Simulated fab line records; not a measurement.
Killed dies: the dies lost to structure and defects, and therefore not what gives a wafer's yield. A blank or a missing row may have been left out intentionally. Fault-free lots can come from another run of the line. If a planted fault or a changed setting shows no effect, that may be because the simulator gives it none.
Comparing a struck lot with a sound one | flow n5 finfet | 19 steps out of a route of 1938
Sound: these wafers, L759.1, L759.3, L759.4. Wafers struck: L765.1, L765.2, L765.6. Last of all comes the cause.
Order at every step that has rows: each side's tool, ch and its chambers, its first start. Under that, the readings that differ: sound wafers | struck wafers | difference of the means | sigmas: that difference in standard deviations of wafers without a fault.
alike: readings with means less than 2 such deviations apart, plus words and numbers identical on both sides. not compared: withheld readings, readings lacking a value on some wafer, bounds such as >300 that could conceal the same value, and numbers that have no deviation in the record and whose values overlap.
A row with sigmas, a row that says differs or no value, or rows on one side alone: a step with any of these is where the two part. Numbers that have no deviation but don't overlap get no sigmas and don't part them. Lack of a reading on every wafer of one side parts them only where that side has two or more wafers.

first, 1 step without rows for these wafers: N5_MIM_TOP_LITHO_HARDBAKE_09 (time 120 s).
N5_MIM_TOP_LITHO_CD_MEAS_08: target cd 2000 nm.
  sound on cd sem-02 ch 0, day 13 02:04; struck on cd sem-01 ch 0, day 17 12:59
  alike: cd nm
N5_MIM_TOP_LITHO_OVL_MEAS_11:
  sound on overlay-01 ch 0, day 13 02:05; struck on overlay-01 ch 0, day 17 13:01
  alike: MIM_TOP_OVL
N5_MIM_TOP_LITHO_INSPECT_12: inspects for defects (macro).
  sound on defect inspect-02 at day 13 02:07; struck on defect inspect-02 at day 17 13:02
  alike: raw defect count
N5_MIM_TOP_LITHO_DESCUM_10: chemistry O2, time 7.9 s.
  sound on rie diel-05 ch 0,1,2, day 13 02:08; struck on rie diel-01 ch 0,1, day 17 13:04
  alike: bias power w, chamber pressure mTorr, drypump motor current A, oes product au, rf vpp V, showerhead plenum p Torr, throttle valve pct
  not compared: rf hours counter h
N5_MIM_TOP_ETCH_ETCH_00: etches TiN in Cl2/BCl3, target depth 38.5 nm.
  sound on rie metal-02 ch 0,1, day 13 02:14; struck on rie metal-03 ch 0,1, day 17 13:10
  alike: chamber pressure mTorr, drypump motor current A, oes product au, throttle valve pct
  not compared: rf hours counter h
N5_MIM_TOP_ETCH_STRIP_01: strips in O2.
  sound on rie diel-06 ch 1,2,3, day 13 02:22; struck on rie diel-02 ch 0,1,3, day 17 13:27
  alike: chamber pressure mTorr, drypump motor current A, oes product au, rf vpp V, showerhead plenum p Torr, throttle valve pct
  not compared: rf hours counter h
N5_MIM_TOP_ETCH_PECVD_03: deposits SiNx from SiH4/NH3/N2, target thk 20 nm, time 17.6 s.
  sound on pecvd-01 ch 0,2, day 13 02:26; struck on pecvd-01 ch 0,1, day 17 13:31
  alike: heater power w, showerhead plenum p Torr, throttle valve pct
then, 4 steps without rows for these wafers: N5_MIM_BOT_LITHO_HMDS_01 (time 60 s); N5_MIM_BOT_LITHO_COAT_02; N5_MIM_BOT_LITHO_EBR_04; N5_MIM_BOT_LITHO_SOFTBAKE_03 (time 90 s).
N5_MIM_BOT_LITHO_EXPOSE_05: exposes mask MIM BOT.
  sound on krf scanner-01 ch 0, day 13 02:44; struck on krf scanner-01 ch 0, day 17 13:49
  reading                               | sound | struck            | difference | sigmas
  model.MIM_BOT_LITHO.overlay x nm (nm) | 0 0 0 | 553.2 553.2 553.2 | +553.2     |
  alike: mask
then, 3 steps without rows for these wafers: N5_MIM_BOT_LITHO_PEB_06; N5_MIM_BOT_LITHO_DEVELOP_07 (develop time 60 s); N5_MIM_BOT_LITHO_HARDBAKE_09 (time 120 s).
N5_MIM_BOT_LITHO_CD_MEAS_08: target cd 3000 nm.
  sound on cd sem-03 ch 0, day 13 02:55; struck on cd sem-01 ch 0, day 17 13:59
  alike: cd nm
N5_MIM_BOT_LITHO_OVL_MEAS_11:
  sound on overlay-01 ch 0, day 13 02:57; struck on overlay-02 ch 0, day 17 14:01
  reading          | sound | struck      | difference | sigmas
  MIM_BOT_OVL (nm) | 1 7 4 | 549 557 558 | +551       | +95
N5_MIM_BOT_LITHO_INSPECT_12: inspects for defects (macro).
  sound on defect inspect-01 at day 13 02:58; struck on defect inspect-01 at day 17 14:02
  alike: raw defect count

## WHERE THEY PART
Only at N5_MIM_BOT_LITHO_OVL_MEAS_11, within this record. Later steps at which nothing parts them and some readings are alike: N5_MIM_BOT_LITHO_INSPECT_12.

WHY: the cause the simulator had injected
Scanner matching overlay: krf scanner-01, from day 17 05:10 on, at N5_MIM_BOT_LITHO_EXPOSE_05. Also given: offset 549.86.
